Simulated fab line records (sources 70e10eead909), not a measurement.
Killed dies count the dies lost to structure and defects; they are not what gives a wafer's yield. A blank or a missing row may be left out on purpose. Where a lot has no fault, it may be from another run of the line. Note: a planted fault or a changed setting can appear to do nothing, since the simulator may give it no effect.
fab line records    flow nand-harc
record: lots: 11  wafers: 33  last-day: 34
route steps=1302 shown P_ZERO_WELL@17 P_GATE@167 END@1302
lots with no fault: from the same line, run without faults
start-h: the number of hours between the record's first day and the start of the first shown wafer of the lot    wait-h: hours since the lot's step before    " same as the row above    L1.1+2: several wafers, shown together as one row    - no value present, or no start provided    * or withheld: withheld    < > ~ a bound
route shown NAME@n: a module of which the file shows steps, and the number in the route of the first    usual: mean/standard deviation of fault-free wafers    same: alike in all rows    chamber/n: place in a boat    sites: the reading at each site    _std_site: their standard deviation    _edge_site: the outer-site mean with the inner-site mean subtracted    radius-mm: how far each site lies from the wafer's centre    mask NAME#n: copy n    behind: the most recent tool/chamber to have shaped the wafer    hold: the reason the lot was held/the length of the hold in hours/how it ended    device: transistor that didn't switch, given as n, p or np    end of line: tests of these same wafers at the route's end    step lacking rows: just its recipe    killed: at the first sort, the dies lost to defects and structure; wafer yield is something else    map: the dies of a wafer, with x for killed, . for not killed, _ for no die there
set.NAME: the run value of the setting; set.NAME@STEP: its run value at that earlier step    model.NAME: the simulator's own value behind a step, which no gauge read
steps of the route over a sample of lots; a table a step, a row a wafer
services: when a tool's chamber went out of use (start-h, in hours from the record's first day, below 0 if earlier), for how many hours, and the reason
== steps ==
step: NHARC_P_ZERO_WELL_ETCH_65
recipe: target-depth-a: 800  overetch-a: 240  time-s: 87.88  ion-energy-ev: 200  n2-flow-sccm: 150  h2-flow-sccm: 150  ar-flow-sccm: 0  rf-w: 400  bias-w: 150  chemistry: N2/H2
usual: drypump-motor-current-A: 5.9/0.34  oes-product-au: 1.004/0.01  rf-vpp-V: 429/3.2  showerhead-plenum-p-Torr: 2.00/0.11  throttle-valve-pct: 14.171/0.009
lot.wafer  tool         chamber  start-h  wait-h  drypump-motor-current-A  oes-product-au  rf-hours-counter-h  rf-vpp-V  showerhead-plenum-p-Torr  throttle-valve-pct
L364.3     rie-diel-08  2        41.49    0.1     6.0                      1.010           7                   427       1.92                      14.172
L364.4     "            1        "        "       6.3                      0.998           7                   426       1.90                      14.182
L364.5     "            3        "        "       5.2                      1.008           -                   432       2.09                      14.186
L365.3     rie-diel-13  1        51.48    0.1     6.6                      1.009           18                  435       2.21                      14.166
L365.2     "            2        "        "       5.7                      0.996           13                  426       1.90                      14.166
L365.1     "            3        "        "       5.9                      1.019           13                  428       1.94                      14.183
L366.1     rie-diel-13  0        61.37    0.1     5.6                      0.995           20                  428       1.96                      14.166
L366.2     "            1        "        "       6.6                      1.002           20                  435       2.21                      14.164
L366.6     "            3        "        "       5.9                      1.003           -                   428       1.93                      14.177
L367.2     rie-diel-13  2        71.54    0.1     5.7                      1.010           19                  427       1.90                      14.165
L367.3     "            3        "        "       5.9                      1.013           18                  428       1.93                      14.169
L367.5     "            3        "        "       5.9                      1.013           -                   428       1.93                      14.171
L368.4     rie-diel-13  2        81.40    0.1     5.7                      0.999           22                  426       1.89                      14.184
L368.3     "            3        "        "       5.9                      0.997           22                  428       1.93                      14.162
L368.2     "            0        "        "       5.6                      0.996           26                  427       1.95                      14.159
L369.4     rie-diel-08  0        91.36    0.1     5.9                      1.009           25                  431       2.03                      14.170
L369.1     "            1        "        "       6.3                      0.994           25                  425       1.89                      14.160
L369.2     "            3        "        "       5.2                      0.998           25                  431       2.08                      14.176
L376.2     rie-diel-05  2        161.50   0.1     5.8                      1.018           35                  431       2.02                      14.168
L376.3     "            0        "        "       5.6                      1.018           35                  426       1.90                      14.168
L376.5     "            0        "        "       5.6                      1.018           -                   428       1.90                      14.165
L377.2     rie-diel-08  0        171.72   0.1     5.9                      1.020           45                  429       2.03                      14.182
L377.3     "            2        "        "       6.0                      1.009           46                  427       1.91                      14.174
L377.1     "            3        "        "       5.2                      1.002           44                  432       2.07                      14.165
L383.1     rie-diel-13  2        231.48   0.1     5.7                      0.990           21                  435       2.21                      14.179
L383.3     "            0        "        "       5.6                      0.985           23                  428       1.94                      14.179
L383.5     "            2        "        "       5.7                      0.991           -                   436       2.21                      14.166
L384.3     rie-diel-05  2        241.50   0.1     5.8                      0.998           1                   430       2.01                      14.168
L384.1     "            0        "        "       5.6                      1.004           1                   428       1.89                      14.191
L384.4     "            1        "        "       6.2                      0.989           -                   434       2.22                      14.187
L385.3     rie-diel-05  0        251.50   0.1     5.6                      1.018           4                   426       1.89                      14.171
L385.6     "            2        "        "       5.8                      1.008           -                   429       2.00                      14.152
L385.4     "            1        "        "       6.1                      0.984           -                   435       2.22                      14.164
step: NHARC_P_ZERO_WELL_CD_MEAS_24
recipe: target-cd-nm: 720  landing-energy-ev: 500
usual: cd-nm: 720.1/1.8
lot.wafer  tool       chamber  start-h  wait-h  cd-nm
L364.3     cd-sem-02  0        42.61    -       722.3
L364.4     "          0        "        "       721.0
L364.5     "          0        "        "       720.6
L365.1     cd-sem-03  0        52.58    -       720.4
L365.2     "          0        "        "       717.5
L365.3     "          0        "        "       718.9
L366.1     cd-sem-03  0        62.36    -       719.2
L366.2     "          0        "        "       718.8
L366.6     "          0        "        "       718.4
L367.2     cd-sem-03  0        72.64    -       717.7
L367.3     "          0        "        "       720.7
L367.5     "          0        "        "       719.0
L368.2     cd-sem-03  0        82.49    -       718.8
L368.3     "          0        "        "       724.6
L368.4     "          0        "        "       719.1
L369.1     cd-sem-02  0        92.33    -       721.9
L369.2     "          0        "        "       721.5
L369.4     "          0        "        "       719.2
L376.2     cd-sem-02  0        162.62   -       721.6
L376.3     "          0        "        "       719.3
L376.5     "          0        "        "       722.2
L377.1     cd-sem-01  0        172.82   -       723.6
L377.2     "          0        "        "       720.8
L377.3     "          0        "        "       719.5
L383.1     cd-sem-01  0        232.59   -       718.5
L383.3     "          0        "        "       720.8
L383.5     "          0        "        "       715.6
L384.1     cd-sem-02  0        242.49   -       718.2
L384.3     "          0        "        "       717.0
L384.4     "          0        "        "       717.6
L385.3     cd-sem-01  0        252.50   -       717.6
L385.4     "          0        "        "       721.8
L385.6     "          0        "        "       718.7
step: NHARC_P_ZERO_WELL_DESCUM_54
recipe: time-s: 3  o2-flow-sccm: 200  ar-flow-sccm: 0  bias-power-w: 0  chemistry: O2
usual: drypump-motor-current-A: 5.9/0.32  oes-product-au: 1.005/0.01  rf-vpp-V: 57.6/0.9  showerhead-plenum-p-Torr: 1.86/0.087  throttle-valve-pct: 11.313/0.0088
lot.wafer  tool         chamber  start-h  wait-h  drypump-motor-current-A  oes-product-au  rf-hours-counter-h  rf-vpp-V  showerhead-plenum-p-Torr  throttle-valve-pct
L364.3     rie-diel-05  1        46.04    -       6.1                      0.979           54                  55.9      1.79                      11.317
L364.4     "            2        "        "       5.8                      0.997           55                  57.0      1.90                      11.296
L364.5     "            1        "        "       6.2                      0.979           -                   56.1      1.79                      11.311
L365.3     rie-diel-08  2        55.88    -       6.0                      1.007           12                  57.6      1.80                      11.310
L365.1     "            3        "        "       5.2                      1.003           11                  57.0      1.95                      11.305
L365.2     "            0        "        "       5.9                      1.013           9                   58.1      1.91                      11.305
L366.1     rie-diel-13  1        65.73    -       6.6                      1.007           21                  58.6      2.07                      11.306
L366.2     "            3        "        "       5.9                      1.002           17                  58.0      1.82                      11.312
L366.6     "            1        "        "       6.6                      1.002           -                   59.3      2.07                      11.306
L367.2     rie-diel-05  1        75.99    -       6.1                      0.998           5                   55.9      1.79                      11.321
L367.3     "            3        "        "       6.0                      1.029           4                   57.9      1.91                      11.315
L367.5     "            3        "        "       6.0                      1.029           -                   57.9      1.92                      11.317
L368.4     rie-diel-13  3        85.85    -       5.9                      1.019           23                  58.4      1.81                      11.326
L368.3     "            0        "        "       5.6                      1.006           28                  57.4      1.84                      11.313
L368.2     "            1        "        "       6.6                      1.014           27                  59.4      2.07                      11.290
L369.4     rie-diel-05  0        95.52    -       5.6                      1.003           12                  56.0      1.80                      11.313
L369.2     "            1        "        "       6.2                      0.996           15                  59.4      1.79                      11.309
L369.1     "            3        "        "       6.0                      1.019           11                  57.6      1.91                      11.319
L376.3     rie-diel-05  2        166.09   -       5.8                      1.022           36                  59.1      1.89                      11.313
L376.2     "            1        "        "       6.1                      0.995           31                  55.8      1.78                      11.314
L376.5     "            1        "        "       6.2                      1.000           -                   57.7      1.78                      11.319
L377.1     rie-diel-05  1        176.46   -       6.2                      1.003           36                  57.3      1.78                      11.316
L377.2     "            2        "        "       5.8                      1.017           41                  57.6      1.89                      11.311
L377.3     "            0        "        "       5.6                      1.027           41                  57.3      1.79                      11.311
L383.1     rie-diel-13  0        235.93   -       5.6                      0.983           24                  58.9      1.82                      11.301
L383.3     "            1        "        "       6.6                      1.019           22                  57.7      2.05                      11.306
L383.5     "            3        "        "       5.9                      1.010           -                   56.8      1.80                      11.319
L384.3     rie-diel-05  2        245.86   -       5.8                      1.010           2                   58.4      1.88                      11.311
L384.1     "            1        "        "       6.2                      0.991           2                   59.7      2.08                      11.329
L384.4     "            1        "        "       6.1                      0.994           -                   58.1      2.08                      11.309
L385.3     rie-diel-08  2        256.54   -       5.9                      1.001           24                  57.1      1.78                      11.305
L385.4     "            3        "        "       5.2                      1.010           23                  58.7      1.93                      11.320
L385.6     "            0        "        "       5.9                      1.005           -                   57.9      1.89                      11.317
step: NHARC_P_GATE_EXPOSE_43
recipe: na: 0.6  target-cd-nm: 720  dose-mj: 14.81  mask-id: P_NSD
usual: exposure-dose-mJ-cm2: 14.812/0.015  focus-offset-nm: -0.1/0.53
lot.wafer  tool            chamber  start-h  wait-h  mask     exposure-dose-mJ-cm2  focus-offset-nm
L364.3     krf-scanner-03  0        128.68   -       P_NSD#0  14.799                -0.7
L364.4     "               0        "        "       P_NSD#0  14.811                -1.1
L364.5     "               0        "        "       P_NSD#0  14.806                -0.8
L365.1     krf-scanner-03  0        141.92   -       P_NSD#0  14.832                0.3
L365.2     "               0        "        "       P_NSD#0  14.785                1.4
L365.3     "               0        "        "       P_NSD#0  14.814                0.2
L366.1     krf-scanner-04  0        144.14   -       P_NSD#0  14.802                0.2
L366.2     "               0        "        "       P_NSD#0  14.797                -0.4
L366.6     "               0        "        "       P_NSD#0  14.806                0.3
L367.2     krf-scanner-01  0        159.86   -       P_NSD#0  14.785                0.3
L367.3     "               0        "        "       P_NSD#0  14.806                0.1
L367.5     "               0        "        "       P_NSD#0  14.812                -0.2
L368.2     krf-scanner-04  -        171.26   -       P_NSD#0  -                     -
L368.3     "               -        "        "       P_NSD#0  -                     -
L368.4     "               -        "        "       P_NSD#0  -                     -
L369.1     krf-scanner-03  -        173.94   -       P_NSD#0  -                     -
L369.2     "               -        "        "       P_NSD#0  -                     -
L369.4     "               -        "        "       P_NSD#0  -                     -
L377.1     krf-scanner-03  0        256.15   -       P_NSD#0  14.786                -0.2
L377.2     "               0        "        "       P_NSD#0  14.782                -0.5
L377.3     "               0        "        "       P_NSD#0  14.790                -0.1
L376.2     krf-scanner-03  0        256.93   -       P_NSD#0  14.801                -0.4
L376.3     "               0        "        "       P_NSD#0  14.816                -0.6
L376.5     "               0        "        "       P_NSD#0  14.794                -0.2
L383.1     krf-scanner-01  0        323.98   -       P_NSD#0  14.810                -0.7
L383.3     "               0        "        "       P_NSD#0  14.817                -0.1
L383.5     "               0        "        "       P_NSD#0  14.812                -0.1
L384.1     krf-scanner-01  0        327.08   -       P_NSD#0  14.836                0.4
L384.3     "               0        "        "       P_NSD#0  14.816                0.1
L384.4     "               0        "        "       P_NSD#0  14.821                -1.1
L385.3     krf-scanner-03  0        341.52   -       P_NSD#0  14.799                -0.3
L385.4     "               0        "        "       P_NSD#0  14.814                -0.4
L385.6     "               0        "        "       P_NSD#0  14.786                -0.4
step: NHARC_P_GATE_CD_MEAS_46
recipe: target-cd-nm: 720  landing-energy-ev: 500
usual: cd-nm: 719.9/2
lot.wafer  tool       chamber  start-h  wait-h  cd-nm
L364.3     cd-sem-02  0        128.83   -       723.8
L364.4     "          0        "        "       719.8
L364.5     "          0        "        "       721.9
L365.1     cd-sem-02  0        142.07   -       719.0
L365.2     "          0        "        "       719.8
L365.3     "          0        "        "       717.4
L366.1     cd-sem-01  0        144.30   -       721.5
L366.2     "          0        "        "       719.8
L366.6     "          0        "        "       717.3
L367.2     cd-sem-03  0        160.01   -       721.1
L367.3     "          0        "        "       720.9
L367.5     "          0        "        "       721.5
L368.2     cd-sem-02  0        171.42   -       -
L368.3     "          0        "        "       -
L368.4     "          0        "        "       -
L369.1     cd-sem-02  0        174.09   -       -
L369.2     "          0        "        "       -
L369.4     "          0        "        "       -
L377.1     cd-sem-02  0        256.31   -       723.7
L377.2     "          0        "        "       722.7
L377.3     "          0        "        "       721.9
L376.2     cd-sem-02  0        257.08   -       719.1
L376.3     "          0        "        "       719.2
L376.5     "          0        "        "       717.3
L383.1     cd-sem-02  0        324.14   -       718.2
L383.3     "          0        "        "       717.2
L383.5     "          0        "        "       718.7
L384.1     cd-sem-01  0        327.24   -       718.6
L384.3     "          0        "        "       718.6
L384.4     "          0        "        "       719.3
L385.3     cd-sem-01  0        341.67   -       719.5
L385.4     "          0        "        "       723.5
L385.6     "          0        "        "       722.7
step: NHARC_P_GATE_INSPECT_68
usual: raw-defect-count: 190/82
lot.wafer  tool               chamber  start-h  wait-h  raw-defect-count
L364.3     defect-inspect-01  -        135.12   0.1     93
L364.4     "                  -        "        "       95
L364.5     "                  -        "        "       209
L365.1     defect-inspect-01  -        148.82   0.2     345
L365.2     "                  -        "        "       247
L365.3     "                  -        "        "       202
L366.1     defect-inspect-02  -        151.15   0.2     145
L366.2     "                  -        "        "       127
L366.6     "                  -        "        "       150
L367.2     defect-inspect-02  -        166.57   0.1     116
L367.3     "                  -        "        "       188
L367.5     "                  -        "        "       154
L368.2     defect-inspect-02  -        178.27   0.1     1289
L368.3     "                  -        "        "       1226
L368.4     "                  -        "        "       1262
L369.1     defect-inspect-02  -        180.55   0.2     1271
L369.2     "                  -        "        "       1217
L369.4     "                  -        "        "       1232
L377.1     defect-inspect-02  -        263.13   0.2     143
L377.2     "                  -        "        "       164
L377.3     "                  -        "        "       159
L376.2     defect-inspect-01  -        264.01   0.1     476
L376.3     "                  -        "        "       291
L376.5     "                  -        "        "       265
L383.1     defect-inspect-01  -        333.68   0.2     179
L383.3     "                  -        "        "       202
L383.5     "                  -        "        "       151
L384.1     defect-inspect-01  -        336.74   0.2     364
L384.3     "                  -        "        "       175
L384.4     "                  -        "        "       257
L385.3     defect-inspect-02  -        348.19   0.1     140
L385.4     "                  -        "        "       135
L385.6     "                  -        "        "       95
step: NHARC_END_SORT_01
recipe: temp-c: 25
usual: killed-at-array: 49/19  killed-at-other: 0.9/1.1  killed-at-periphery: 4.0/2.7  killed-dies: 54/19  killed-open: 3.3/1.8  killed-short: 2.6/1.6
same: gross-dies: 677
lot.wafer  tool       chamber  start-h  wait-h  killed-at-array  killed-at-other  killed-at-periphery  killed-dies  killed-open  killed-short
L369.1     prober-01  0        607.23   2.5     86               0                591                  677          4            4
L369.2     prober-01  0        608.03   2.8     65               1                611                  677          1            3
L369.4     prober-01  0        609.65   3.4     85               0                592                  677          2            5
L368.2     prober-02  0        608.08   2.8     53               1                623                  677          0            3
L368.3     prober-02  0        608.88   3.1     69               1                607                  677          2            2
L368.4     prober-02  0        609.68   3.4     66               1                610                  677          1            4
killed by level:class
L369.1 P_GATE:area-expose=586 A_CHANNEL_HOLE_D2:chamber-film-flake=28 A_CHANNEL_HOLE_D1:chamber-film-flake=25 A_SLIT:chamber-film-flake=18 A_CONTACT:chamber-film-flake=6 P_ZERO_WELL:chamber-film-flake=4 A_CHANNEL_FILL_D2:geometric-particle:open=2 A_ONON_D1:geometric-particle:open=1
L369.2 P_GATE:area-expose=611 A_SLIT:chamber-film-flake=30 A_CHANNEL_HOLE_D1:chamber-film-flake=13 A_CHANNEL_HOLE_D2:chamber-film-flake=12 A_CONTACT:chamber-film-flake=7 A_DECK1_JOINT:geometric-particle:short=1 A_M0:geometric-particle:short=1 A_M1:geometric-particle:open=1
L368.2 P_GATE:area-expose=618 A_CHANNEL_HOLE_D2:chamber-film-flake=17 A_SLIT:chamber-film-flake=15 A_CONTACT:chamber-film-flake=10 A_CHANNEL_HOLE_D1:chamber-film-flake=5 P_GATE:chamber-film-flake=3 A_CHANNEL_FILL_D2:geometric-particle:short=2 P_GATE:geometric-particle:short=1
L368.3 P_GATE:area-expose=603 A_CHANNEL_HOLE_D2:chamber-film-flake=40 A_SLIT:chamber-film-flake=15 A_BLC:chamber-film-flake=6 A_CHANNEL_HOLE_D1:chamber-film-flake=3 A_CHANNEL_FILL_D2:geometric-particle:short=2 P_ZERO_WELL:chamber-film-flake=2 P_GATE:chamber-film-flake=2
L369.4 P_GATE:area-expose=589 A_CHANNEL_HOLE_D1:chamber-film-flake=33 A_SLIT:chamber-film-flake=26 A_CHANNEL_HOLE_D2:chamber-film-flake=15 A_CONTACT:chamber-film-flake=5 P_ZERO_WELL:chamber-film-flake=2 P_M1:geometric-particle:short=1 A_SOURCE_PLATE:geometric-particle:short=1
L368.4 P_GATE:area-expose=608 A_SLIT:chamber-film-flake=34 A_CHANNEL_HOLE_D2:chamber-film-flake=16 A_CONTACT:chamber-film-flake=6 A_BLC:chamber-film-flake=3 A_M0:geometric-particle:short=2 A_CHANNEL_HOLE_D1:chamber-film-flake=2 P_CONTACT:geometric-particle:short=1
== services ==
tool            chamber  start-h  hours  kind
rie-diel-05     0        26.28    -      consumable-replace:focus-ring
rie-diel-05     0        26.28    9.0    scheduled-down
krf-scanner-03  -        52.00    4.0    pm
rie-diel-05     0        52.76    2.9    repair
rie-diel-05     -        53.43    9.0    pm
rie-diel-05     2        73.44    9.6    repair
krf-scanner-03  -        79.01    17.7   repair
rie-diel-13     3        103.38   21.3   repair
rie-diel-05     1        114.36   29.7   repair
rie-diel-13     -        123.81   2.3    repair
rie-diel-05     3        124.12   2.1    repair
krf-scanner-01  -        140.02   4.0    pm
rie-diel-08     -        143.67   0.3    repair
rie-diel-05     3        144.93   132.0  repair
rie-diel-13     -        165.10   9.0    pm
krf-scanner-04  -        185.33   4.0    pm
krf-scanner-04  -        189.52   0.4    repair
rie-diel-08     -        190.80   9.0    pm
rie-diel-08     1        209.43   16.6   repair
krf-scanner-03  -        224.00   4.0    pm
rie-diel-05     -        230.60   9.0    pm
krf-scanner-04  -        246.89   133.5  repair
krf-scanner-03  -        285.29   53.7   repair
krf-scanner-01  -        312.02   4.0    pm
== key ==
first-sign: step: NHARC_P_GATE_EXPOSE_43  reading: tool-record  direction: missing
effect: step: NHARC_P_GATE_CD_MEAS_46  reading: cd-nm  direction: missing
effect: step: NHARC_P_GATE_INSPECT_68  reading: raw-defect-count  direction: up  sigmas: 13  usual: 190  struck: 1250
effect: step: NHARC_END_SORT_01  reading: killed-at-periphery  direction: up  sigmas: 99+  usual: 4.0  struck: 605.7
more-kills-born-at: NHARC_P_GATE_EXPOSE_43@krf-scanner-04: 1829  NHARC_P_GATE_EXPOSE_43@krf-scanner-03: 1786
met-at NHARC_P_GATE_EXPOSE_43
struck-lots L368,L369
later-rows-left-out L368.2,L368.3,L368.4,L369.1,L369.2,L369.4
tester-left-out L368,L369
not-acting-at NHARC_P_ZERO_WELL_ETCH_65,NHARC_P_ZERO_WELL_CD_MEAS_24,NHARC_P_ZERO_WELL_DESCUM_54
onset-between 144.14 171.26
fault: kind: skipped-step-whole  tool: krf-scanner-03,krf-scanner-04  chamber: -  onset-h: 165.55  steps: NHARC_P_GATE_EXPOSE_43  scope: struck-lots-only
tester-left-out: of these lots the tester's yield and bins aren't shown, on N5 and GAA mostly nor the transistor test; their killed dies are dies lost to structure and defects alone, not to doping, threshold or leakage, so they don't give the yield
later-rows-left-out: the simulator's readings of these wafers behind a module that went badly wrong aren't trusted and aren't shown, but for the sort
